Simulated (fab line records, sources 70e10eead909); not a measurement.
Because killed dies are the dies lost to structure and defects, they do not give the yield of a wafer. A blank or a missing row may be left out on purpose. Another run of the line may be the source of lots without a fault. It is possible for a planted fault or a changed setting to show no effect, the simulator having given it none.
Matching of chambers -- flow nandHarc -- NHARC_A_CONTACT_DEP_85 on pecvd-04 has 3 sister chambers
The step deposits SiON, target thk 50 nm. 6 wafers are shown with their chamber, then 8 later ones without.

== WAFERS PAIRED WITH THEIR CHAMBERS ==
wafer,chamber,showerheadVppV (V),heaterPowerW (W)
L075.2,2,1252,771
L083.3,2,1274,770
L090.1,0,1202,842
L090.2,1,1223,822
L090.6,1,1238,788
L093.4,0,1194,864

== WAFERS WITHOUT THEIR CHAMBER ==
wafer,showerheadVppV (V),heaterPowerW (W)
L093.5,1236,745
L093.6,1230,699
L094.3,1200,811
L094.4,1214,819
L094.5,1214,860
L096.3,1230,773
L096.5,1220,756
L096.6,1239,791

== THE CHAMBER EACH PASSED THROUGH ==
wafer,from the rows above,in truth
L093.5,can't be placed: 2 or 1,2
L093.6,can't be placed: 2 or 1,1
L094.3,can't be placed: 0 or 1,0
L094.4,can't be placed: 1 or 0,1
L094.5,0,0
L096.3,can't be placed: 1 or 2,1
L096.5,can't be placed: 1 or 2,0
L096.6,can't be placed: 1 or 2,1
1 of 8 placed correctly. Can't be placed from these rows: 7 (the true chamber is among the candidates in 6). Wrongly placed: 0.
How it was worked out, from the rows above alone: a wafer's distance from a chamber is the root of the sum, over the readings, of the square of ((its reading less the chamber's mean) divided by the reading's scatter). If the next closest chamber is less than 2 further off than the closest, the wafer can't be placed; otherwise it belongs to the closest. The mean given for a chamber averages the wafers shown for that chamber. How the scatter is found: for the shown wafers, subtract from each reading the mean of its chamber, square and add these, divide the total by (wafers less chambers), then take the root.
